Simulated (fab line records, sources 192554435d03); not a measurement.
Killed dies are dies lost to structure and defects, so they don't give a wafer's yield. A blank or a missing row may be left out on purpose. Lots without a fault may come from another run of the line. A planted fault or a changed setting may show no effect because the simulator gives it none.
Chamber matching | flow n5_finfet | N5_BEOL_M0_SAQP_ETCH_101 on rie_diel-05: 4 sister chambers
The step etches SiNx in CH3F/O2, target depth 29.9 nm, time 42.7 s. 8 wafers are shown with their chamber, then 7 later ones without.

WAFERS WITH THEIR CHAMBER
wafer  | chamber | showerhead_plenum_p_Torr (Torr) | throttle_valve_pct (%)
L074.4 | 0       | 2.05                            | 16.26
L076.6 | 1       | 2.08                            | 16.70
L077.1 | 0       | 2.05                            | 16.27
L081.1 | 2       | 1.91                            | 16.63
L081.3 | 3       | 2.04                            | 16.20
L081.6 | 3       | 2.04                            | 16.20
L083.3 | 1       | 2.07                            | 16.69
L083.4 | 2       | 1.91                            | 16.65

WAFERS WITHOUT THEIR CHAMBER
wafer  | showerhead_plenum_p_Torr (Torr) | throttle_valve_pct (%)
L083.6 | 2.03                            | 16.22
L089.3 | 2.07                            | 16.72
L089.4 | 2.05                            | 15.85
L089.6 | 2.07                            | 16.73
L094.3 | 2.04                            | 15.86
L094.4 | 2.03                            | 16.26
L094.5 | 1.90                            | 16.68

WHICH CHAMBER EACH WENT THROUGH
wafer  | from the rows above     | in truth
L083.6 | 3                       | 3
L089.3 | 1                       | 1
L089.4 | 3                       | 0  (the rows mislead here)
L089.6 | 1                       | 1
L094.3 | 3                       | 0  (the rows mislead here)
L094.4 | can't be placed: 0 or 3 | 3
L094.5 | 2                       | 2
Placed correctly: 4 of 7. Can't be placed from these rows: 1 (the true chamber is among the candidates in 1). Placed wrongly: 2.
How it was worked out, from the rows above alone: a wafer's distance from a chamber is the root of the sum, over the readings, of the square of ((its reading less the chamber's mean) divided by the reading's scatter). The wafer belongs to the nearest chamber; if the next one is less than 2 further off, it can't be placed. A chamber's mean is the mean of its shown wafers. The scatter: the root of (the sum of the squares of (reading less its chamber's mean) over the shown wafers, divided by (wafers less chambers)).
